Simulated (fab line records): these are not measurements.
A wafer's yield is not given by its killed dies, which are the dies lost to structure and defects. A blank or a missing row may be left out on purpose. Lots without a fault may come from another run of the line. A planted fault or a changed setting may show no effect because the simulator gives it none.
A lot that was struck, set against a sound lot / flow nandHarc / 41 out of 1302 route steps
Sound: these wafers, L462.1, L462.4, L462.5. Wafers struck: L473.2, L473.5, L473.6. Last of all comes the cause.
Each step with rows lists, per side, the tool, then ch with its chambers, then its first start. Under that, the readings that differ: sound wafers / struck wafers / difference of the means / sigmas: that difference in standard deviations of wafers without a fault.
alike: words and numbers the same on both sides, and readings whose means are apart by under 2 such deviations; not compared: readings that were withheld, readings missing a value for some wafer, numbers with overlapping values and no deviation given by the record, and bounds like >300 which may hide the same value.
Wherever a step has rows on one side only, a row that says differs or no value, or a row with sigmas, the two part there. Non-overlapping numbers with no deviation appear without sigmas and do not part them. A reading that every wafer of one side lacks parts them only if that side has two wafers or more.

NHARC_A_CHANNEL_FILL_D2_ALD_02: deposits SiO2, target thk 6 nm, pulse time 10 s, ald cycles 60.
  sound on aldHk-02 ch 0,2,3, day 14 04:51; struck on aldHk-02 ch 0,3, day 18 13:43
  alike: heaterPowerW, precursorPulseHeightRel
then, 3 steps without rows for these wafers: NHARC_A_CHANNEL_FILL_D2_ALD_03 (deposits SiNx, target thk 6 nm, pulse time 60 s, ald cycles 58); NHARC_A_CHANNEL_FILL_D2_ALD_14 (deposits SiO2, target thk 2.5 nm, pulse time 10 s, ald cycles 25); NHARC_A_CHANNEL_FILL_D2_ALD_15 (deposits SiNx, target thk 2 nm, pulse time 60 s, ald cycles 19).
NHARC_A_CHANNEL_FILL_D2_ALD_16: deposits SiO2, target thk 1.5 nm, pulse time 10 s, ald cycles 15.
  sound on aldHk-01 ch 1,2, day 14 16:55; struck on aldHk-02 ch 1,2, day 19 01:52
  alike: heaterPowerW, precursorPulseHeightRel
then, 7 steps without rows for these wafers: NHARC_A_CHANNEL_FILL_D2_ANNEAL_17 (time 1800 s); NHARC_A_CHANNEL_FILL_D2_CVD_18 (deposits poly-Si, target thk 3 nm); NHARC_A_CHANNEL_FILL_D2_ETCHBACK_19 (etches the open film in HBr/Cl2, target depth 5 nm, time 1.7 s); NHARC_A_CHANNEL_FILL_D2_ETCHBACK_20 (etches the open film in C4F8/O2/Ar, target depth 27 nm, time 13.5 s); NHARC_A_CHANNEL_FILL_D2_STRIP_28 (strips in O2, time 20 s); NHARC_A_CHANNEL_FILL_D2_PRECLEAN_21 (cleans in dHF, time 30 s); NHARC_A_CHANNEL_FILL_D2_SRD_23.
NHARC_A_CHANNEL_FILL_D2_CVD_05: deposits poly-Si, target thk 5 nm.
  sound on lpcvdPoly-01 ch 0, day 15 07:28; struck on lpcvdPoly-01 ch 0, day 19 16:33
reading=spikeTcBottomC (C); sound=569.7 571.4 570.5; struck=601.7 601.7 602.6; difference=+31.5; sigmas=+20
reading=spikeTcCentreC (C); sound=552.3 550.0 553.2; struck=584.4 584.1 584.5; difference=+32.5; sigmas=+30
reading=spikeTcLowerC (C); sound=552.1 549.9 551.9; struck=585.7 583.5 583.0; difference=+32.8; sigmas=+25
reading=spikeTcTopC (C); sound=573 572 573; struck=603 603 602; difference=+30; sigmas=+9
reading=spikeTcUpperC (C); sound=549.6 549.1 551.1; struck=581.6 581.5 582.7; difference=+32.0; sigmas=+25
reading=tubeCenterTempC (C); sound=550.08 550.09 550.06; struck=582.33 582.32 582.35; difference=+32.26; sigmas=+99 or more
reading=zonePowerLowerPct (%); sound=6.62 6.78 6.70; struck=7.24 7.25 7.33; difference=+0.57; sigmas=+7
  alike: zonePowerBottomPct
then, 1 step without rows for these wafers: NHARC_A_CHANNEL_FILL_D2_ANNEAL_22 (time 7200 s).
NHARC_A_CHANNEL_FILL_D2_THK_MEAS_06: measures by ellipsometry.
  struck on filmMetro-01, day 20 02:15; sound on filmMetro-01, day 15 16:46
reading=thkNm (nm); sound=5.3 3.6 5.6; struck=12.2 12.1 11.8; difference=+7.2; sigmas=+7
then, 1 step without rows for these wafers: NHARC_A_CHANNEL_FILL_D2_ALD_25 (deposits SiOx, target thk 60 nm, pulse time 10 s, ald cycles 600).
NHARC_A_CHANNEL_FILL_D2_ETCHBACK_08: etches the open film in C4F8, target depth 220 nm, time 110 s.
  sound on rieDiel-11 ch 0,1; struck on rieDiel-13 ch 0,1,3
reading=oesProductAu (a.u.); sound=0.99 1.01 1.00; struck=0.93 0.91 0.93; difference=-0.08; sigmas=-2
  alike: rfVppV
  not compared: rfHoursCounterH
then, 6 steps without rows for these wafers: NHARC_A_CHANNEL_FILL_D2_STRIP_29 (strips in O2, time 20 s); NHARC_A_CHANNEL_FILL_D2_PRECLEAN_30 (cleans in dHF, time 30 s); NHARC_A_CHANNEL_FILL_D2_SRD_31; NHARC_A_CHANNEL_FILL_D2_CVD_09 (deposits poly-Si, target thk 150 nm, time 3000 s); NHARC_A_CHANNEL_FILL_D2_CMP_10 (polishes, target thk 150 nm); NHARC_A_CHANNEL_FILL_D2_SRD_12.
NHARC_A_CHANNEL_FILL_D2_RTA_24: time 5 s.
  sound on rtpAnneal-02 ch 0, day 16 04:33; struck on rtpAnneal-02 ch 0, day 20 14:04
  alike: lampPowerPct, wafer_temp_C_max
NHARC_A_CHANNEL_FILL_D2_INSPECT_13:
  struck on defectInspect-01, day 20 14:14; sound on defectInspect-01, day 16 04:44
  alike: rawDefectCount
then, 12 steps without rows for these wafers: NHARC_A_STAIRCASE_DEP_156 (deposits SiNx, target thk 50 nm); NHARC_A_STAIRCASE_DEHYDRATE_158 (time 120 s); NHARC_A_STAIRCASE_HMDS_159 (time 30 s); NHARC_A_STAIRCASE_COAT_160; NHARC_A_STAIRCASE_SOFTBAKE_161 (time 170 s); NHARC_A_STAIRCASE_EBR_162; NHARC_A_STAIRCASE_EXPOSE_163 (exposes mask STAIR OPEN); NHARC_A_STAIRCASE_PEB_164 (peb time 130 s); NHARC_A_STAIRCASE_DEVELOP_165 (time 140 s); NHARC_A_STAIRCASE_HARDBAKE_167 (time 140 s); NHARC_A_STAIRCASE_DESCUM_168 (chemistry O2, time 3 s); NHARC_A_STAIRCASE_ETCH_169 (etches the open film in CH3F/O2, target depth 50 nm, time 107.1 s).
NHARC_A_STAIRCASE_ETCH_170: etches the open film in C4F6/O2, target depth 200 nm, time 66.667 s.
  sound on rieDiel-09 ch 0,3; struck on rieDiel-02 ch 0,1
reading=drypumpMotorCurrentA (A); sound=6.1 4.7 4.7; struck=6.3 6.3 6.7; difference=+1.3; sigmas=+2
  alike: oesProductAu, rfVppV, showerheadPlenumPTorr, throttleValvePct
  not compared: rfHoursCounterH
then, 1 step without rows for these wafers: NHARC_A_STAIRCASE_STRIP_171 (strips in O2).
-- the record jumps here: 9 days lie between the struck wafers' starts before and after (it left off in module A_STAIRCASE and takes up again in module END, whose first step shown is number 1301 of the route) --
NHARC_END_WLT_00:
  struck on prober-01, day 29 06:37; sound on prober-02, day 24 12:43
reading=VT_DECK2_BOTTOM; sound=0.872 0.870 0.873; struck=1.069 1.079 1.071; difference=+0.201; sigmas=+29
reading=VT_DECK2_BOTTOM_INNER; sound=0.876 0.874 0.870; struck=1.074 1.073 1.084; difference=+0.204; sigmas=+30
reading=VT_DECK2_MEDIAN_NEAR_BOTTOM; sound=0.877 0.880 0.871; struck=1.071 1.075 1.072; difference=+0.197; sigmas=+26
reading=VT_DECK2_MEDIAN_NEAR_BOTTOM_INNER; sound=0.875 0.874 0.872; struck=1.076 1.077 1.091; difference=+0.208; sigmas=+29
reading=VT_DECK2_MIDDLE; sound=0.882 0.878 0.889; struck=1.110 1.110 1.112; difference=+0.228; sigmas=+32
reading=VT_DECK2_MIDDLE_INNER; sound=0.877 0.887 0.888; struck=1.113 1.124 1.117; difference=+0.234; sigmas=+33
reading=VT_DECK2_TOP; sound=0.901 0.890 0.897; struck=1.150 1.148 1.150; difference=+0.253; sigmas=+35
reading=VT_DECK2_TOP_INNER; sound=0.892 0.902 0.896; struck=1.148 1.141 1.146; difference=+0.248; sigmas=+37
  alike: VT_DECK1_BOTTOM, VT_DECK1_BOTTOM_INNER, VT_DECK1_MEDIAN_NEAR_BOTTOM, VT_DECK1_MEDIAN_NEAR_BOTTOM_INNER, VT_DECK1_MIDDLE, VT_DECK1_MIDDLE_INNER, VT_DECK1_TOP, VT_DECK1_TOP_INNER
NHARC_END_SORT_01:
  sound on prober-02 ch 0, day 24 15:43; struck on prober-01 ch 0, day 29 09:56
  alike: killedAtArray, killedAtOther, killedAtPeriphery, killedDies, killedOpen, killedShort

WHERE THEY PART
Earliest at NHARC_A_CHANNEL_FILL_D2_CVD_05; latest, in this record, at NHARC_END_WLT_00. Later steps at which nothing parts them and some readings are alike: NHARC_END_SORT_01.

WHY: whatever the simulator had introduced
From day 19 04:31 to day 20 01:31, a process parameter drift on lpcvdPoly-01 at NHARC_A_CHANNEL_FILL_D2_CVD_05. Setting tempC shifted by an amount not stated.
